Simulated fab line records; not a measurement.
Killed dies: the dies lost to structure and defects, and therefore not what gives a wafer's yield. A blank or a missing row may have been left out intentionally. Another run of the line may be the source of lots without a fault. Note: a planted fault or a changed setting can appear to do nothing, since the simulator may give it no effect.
Chamber matching :: flow n5_finfet :: cmp-01 running N5_BEOL_M14_CMP_49: 4 sister chambers
The step polishes, stops on SiO2, t overpolish 5.2 s, target thk 560 nm. 8 wafers are shown with their chamber, then 6 later ones without.

## WAFERS PAIRED WITH THEIR CHAMBERS
wafer: L938.5
chamber: 3
motor_current_A (A): 7.8
barrier_field_endpoint_s (s): 11.7

wafer: L939.4
chamber: 3
motor_current_A (A): 7.4
barrier_field_endpoint_s (s): 11.5

wafer: L942.3
chamber: 2
motor_current_A (A): 8.2
barrier_field_endpoint_s (s): 11.2

wafer: L942.6
chamber: 0
motor_current_A (A): 9.0
barrier_field_endpoint_s (s): 11.1

wafer: L946.1
chamber: 2
motor_current_A (A): 8.1
barrier_field_endpoint_s (s): 11.3

wafer: L950.1
chamber: 1
motor_current_A (A): 7.1
barrier_field_endpoint_s (s): 10.7

wafer: L950.2
chamber: 0
motor_current_A (A): 9.4
barrier_field_endpoint_s (s): 11.3

wafer: L950.6
chamber: 1
motor_current_A (A): 7.2
barrier_field_endpoint_s (s): 10.7

## WAFERS WHOSE CHAMBER IS MISSING
wafer: L949.1
motor_current_A (A): 7.9
barrier_field_endpoint_s (s): 11.5

wafer: L949.2
motor_current_A (A): 9.5
barrier_field_endpoint_s (s): 10.9

wafer: L949.4
motor_current_A (A): 7.3
barrier_field_endpoint_s (s): 10.6

wafer: L953.1
motor_current_A (A): 7.4
barrier_field_endpoint_s (s): 11.6

wafer: L953.4
motor_current_A (A): 8.3
barrier_field_endpoint_s (s): 11.5

wafer: L953.5
motor_current_A (A): 7.3
barrier_field_endpoint_s (s): 11.8

## EACH ONE'S CHAMBER
wafer: L949.1
from the rows above: can't be placed: 3 or 2
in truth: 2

wafer: L949.2
from the rows above: 0
in truth: 0

wafer: L949.4
from the rows above: 1
in truth: 1

wafer: L953.1
from the rows above: 3
in truth: 3

wafer: L953.4
from the rows above: can't be placed: 2 or 3
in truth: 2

wafer: L953.5
from the rows above: 3
in truth: 3
Correct placement for 4 of the 6. Not placeable from these rows: 2 (in 2, the candidates include the true chamber). Placed wrongly: 0.
How it was worked out, from the rows above alone: a wafer's distance from a chamber is the root of the sum, over the readings, of the square of ((its reading less the chamber's mean) divided by the reading's scatter). If the next closest chamber is less than 2 further off than the closest, the wafer can't be placed; otherwise it belongs to the closest. For every chamber, the mean is computed from those of its wafers that are shown. The scatter is the square root of a quotient: the sum, over the shown wafers, of each reading's squared deviation from its chamber's mean, divided by wafers minus chambers.
